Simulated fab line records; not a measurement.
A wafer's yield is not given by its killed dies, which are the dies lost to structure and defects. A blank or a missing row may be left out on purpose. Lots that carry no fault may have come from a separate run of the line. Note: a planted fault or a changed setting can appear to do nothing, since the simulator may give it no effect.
Problem report in the 8D (eight disciplines) form, filled by code    flow n5Finfet    the parts of the form that need people (team, actions taken, sign-off) are left out

1. THE ISSUE
At N5_BEOL_M2_COAT_76, spinSpeedRpm averages 1567.4 rpm over 6 wafers from 2 lots, while fault-free wafers read 1500.0 rpm, standard deviation 0.98. That is +69 standard deviations from the usual mean.
The step: time 60 s, resist thk 5 nm.
First seen on wafer L807.1, day 11 04:54, on lithoTrack-04. At this step, 33 wafers from 11 lots have a number in the record. By rule, "out" or "out of limits" means more than 4 standard deviations away from the usual mean. The other wafers with a number count as sound.

2. WHAT THIS IS AND IS NOT
question                     is                      is not
which readings at this step  spinSpeedRpm            -
which lots                   L807, L808              L789, L790, L793, L794, L799, L800, L802, L809, L812
which wafers of those lots   all that have a number  -
read on which tools          lithoTrack-04           lithoTrack-01, lithoTrack-02
when                         from day 11 04:54       up to then (21 sound wafers); but 6 sound wafers of L809, L812 came after

3. WHAT RULES OUT EACH SUSPECT
Counting: a tool stays on the suspect list if, at a process step up to the reading, it processed all lots that are out and no sound lot following the first of them.
- lithoTrack-04 at N5_BEOL_M2_COAT_76 (time 60 s, resist thk 5 nm): kept. Every lot that is out went through it, starting with L807 (day 11 04:54), and after that it ran no sound lot; the last sound lot it ran before then is L793 (day 7 17:38). On those wafers its own readings are out: spinSpeedRpm.
Left after counting: lithoTrack-04 at N5_BEOL_M2_COAT_76.

4. THE CAUSE (what the simulator had put in)
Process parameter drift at N5_BEOL_M2_COAT_76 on lithoTrack-04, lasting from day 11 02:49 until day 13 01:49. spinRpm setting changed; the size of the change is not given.
After counting, this tool was the only one left.

5. THE EFFECT CHAIN, in route order
Rows list readings where the struck wafers' mean (over those with a number) sits beyond 3 standard deviations from the usual. Readings are gone through only where the record gives a usual standard deviation; hours: the median, over the lots, of the time from a lot's start at the first step in this table giving one to that lot's start at this step; sigmas: the change measured in usual standard deviations.
hours  step                reading       usual       on struck wafers  change  sigmas
0      N5_BEOL_M2_COAT_76  spinSpeedRpm  1500.0 rpm  1567.4            +67.4   +69
Process steps it contains:
- N5_BEOL_M2_COAT_76: time 60 s, resist thk 5 nm.
Later steps that measure or inspect, where all struck wafers having a row at the step show a number for every such reading and not one has moved that far: N5_BEOL_M2_INSPECT_30, N5_BEOL_M4_RC_MEAS_101.

6. WHAT WOULD HAVE CAUGHT IT SOONER
The fault began at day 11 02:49; the first out-of-limits reading in this record came at day 11 04:54, 2 hours later.
